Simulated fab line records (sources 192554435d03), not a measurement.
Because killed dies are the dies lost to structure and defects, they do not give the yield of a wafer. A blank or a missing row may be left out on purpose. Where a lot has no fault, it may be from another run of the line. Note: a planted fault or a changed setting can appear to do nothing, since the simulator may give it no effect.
Comparing a struck lot with a sound one / flow n5-finfet / 36 out of 1938 route steps
Sound: the wafers L582.1, L582.2, L582.4. Wafers L573.1, L573.2, L573.4 were the ones struck. The cause is given at the end.
Per side, at each step with rows, come the tool, then ch with its chambers, and then its first start. Under that, the readings that differ: sound wafers / struck wafers / difference of the means / sigmas: that difference in standard deviations of wafers without a fault.
alike: words and numbers the same on both sides, and readings whose means are apart by under 2 such deviations; not compared: readings that were withheld, readings missing a value for some wafer, numbers with overlapping values and no deviation given by the record, and bounds like >300 which may hide the same value.
Wherever a step has rows on one side only, a row that says differs or no value, or a row with sigmas, the two part there. Numbers that have no deviation but don't overlap get no sigmas and don't part them. A reading missing from all wafers of one side parts the sides only when that side holds two or more wafers.

first, 9 steps without rows for these wafers: N5_BEOL_M4_ANNEAL_95 (time 240 s); N5_BEOL_M4_SPUTTER_96 (material Cu, target thk 4.5 nm, time 8.29 s); N5_BEOL_M4_ECD_50 (material Cu, target thk 300 nm); N5_BEOL_M4_ANNEAL_51 (time 90 s); N5_BEOL_M4_CMP_52 (polishes, stops on SiOC, t overpolish 6.8 s, target thk 40 nm); N5_BEOL_M4_PRE_CLEAN_60 (time 15 s); N5_BEOL_M4_CO_CAP_55 (material Co, precursor CCTBA/H2, target thk 2 nm, time 102.1 s); N5_BEOL_M4_PRE_CLEAN_56 (time 15 s); N5_BEOL_M4_DEP_57 (deposits SiCN from 3MS/NH3, target thk 8 nm, time 14 s).
N5_BEOL_M4_RC_MEAS_101:
  sound on prober-01 ch 0, day 16 21:06; struck on prober-02 ch 0, day 13 12:16
  alike: DIBL_N, DIBL_P, IOFF_N, IOFF_P, ION_N, ION_P, SS_N, SS_P, VT_N, VT_P
then, 24 steps without rows for these wafers: N5_BEOL_M5_ILD_DEP_00 (deposits SiCOH lowk from DEMS/porogen, target thk 140.64 nm, time 25.9 s); N5_BEOL_M5_CURE_79 (cures SiCOH lowk, time 240 s); N5_BEOL_M5_PECVD_70 (deposits SiO2 from TEOS/O2, target thk 16 nm, time 18 s); N5_BEOL_M5_HM_DEP_02 (deposits TiN, target thk 20 nm); N5_BEOL_M5_COAT_59 (time 60 s, resist thk 60 nm); N5_BEOL_M5_COAT_60 (time 60 s, resist thk 12 nm); N5_BEOL_M5_COAT_71 (time 60 s, resist thk 5 nm); N5_BEOL_M5_COAT_05 (resist thk 30 nm); N5_BEOL_M5_EBR_07; N5_BEOL_M5_SOFTBAKE_06 (time 60 s); N5_BEOL_M5_EXPOSE_08 (exposes mask M5, target cd 28 nm); N5_BEOL_M5_PEB_09 (peb time 60 s); N5_BEOL_M5_DEVELOP_10 (develop time 30 s); N5_BEOL_M5_DESCUM_16 (chemistry O2, time 7 s); N5_BEOL_M5_ETCH_72 (etches underlayer in N2/H2, target depth 6.5 nm, time 5.2 s); N5_BEOL_M5_ETCH_61 (etches SiARC in CF4, target depth 15.6 nm, time 26 s); N5_BEOL_M5_ETCH_62 (etches SOC in N2/H2, target depth 75 nm, overetch 15 nm, time 112.5 s); N5_BEOL_M5_STRIP_63 (strips in N2/H2); N5_BEOL_M5_STRIP_73 (strips in N2/H2); N5_BEOL_M5_STRIP_64 (strips in CF4); N5_BEOL_M5_HM_OPEN_17 (chemistry Cl2/BCl3, target TiN, target depth 20 nm, overetch 6 nm); N5_BEOL_M5_STRIP_19 (strips in O2); N5_BEOL_M5_COAT_65 (time 60 s, resist thk 60 nm); N5_BEOL_M5_COAT_66 (time 60 s, resist thk 12 nm).
-- a jump in the record: the struck wafers' starts before and after are 4 days apart (it breaks off in module BEOL_M5 and resumes in module MIM_TOP, where the first step shown is number 1838 of the route) --
N5_MIM_TOP_SPUTTER_03: material TiN, target thk 35 nm, time 89.7 s.
  struck on pvd-sputter-03, day 17 14:45; sound on pvd-sputter-01, day 20 10:28
reading=cathode-dc-power-W (W); sound=3000.0 2999.7 3000.4; struck=3981.7 3982.2 3981.8; difference=+981.9; sigmas=+99 or more
reading=model.TiN_of_MIM_TOP_SPUTTER_03.thk-nm (nm); sound=34.6 34.4 34.2; struck=46.6 46.4 46.6; difference=+12.1; sigmas=
  alike: throttle-valve-pct
N5_PASSIVATION_PROBE_49:
  struck on prober-02, day 18 00:22; sound on prober-02, day 20 19:57
reading=defect-limited-yield (%); sound=91.8 90.0 88.6; struck=0 0 0; difference=-90; sigmas=-75
reading=killed-at-other; sound=4 3 4; struck=1080 1073 1084; difference=+1075; sigmas=+99 or more
reading=killed-dies; sound=97 118 135; struck=1180 1180 1180; difference=+1063; sigmas=+71
reading=killed-on-rim; sound=10 11 8; struck=152 152 152; difference=+142; sigmas=+40
reading=sort-n-pass; sound=1083 1062 1045; struck=0 0 0; difference=-1063; sigmas=-71
reading=sort-yield-pct (%); sound=91.8 90.0 88.6; struck=0 0 0; difference=-90; sigmas=-75
  alike: killed_at_M0_to_M3, killed_at_M4_up, killed-at-contacts, killed-at-front-end, killed-open, killed-short, sort_bin_5_function, sort_bin_6_memory

## WHERE THEY PART
First at N5_MIM_TOP_SPUTTER_03; last, within this record, at N5_PASSIVATION_PROBE_49.

WHY: what the simulator had put in
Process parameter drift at N5_MIM_TOP_SPUTTER_03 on pvd-sputter-03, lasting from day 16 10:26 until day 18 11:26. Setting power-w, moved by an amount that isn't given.
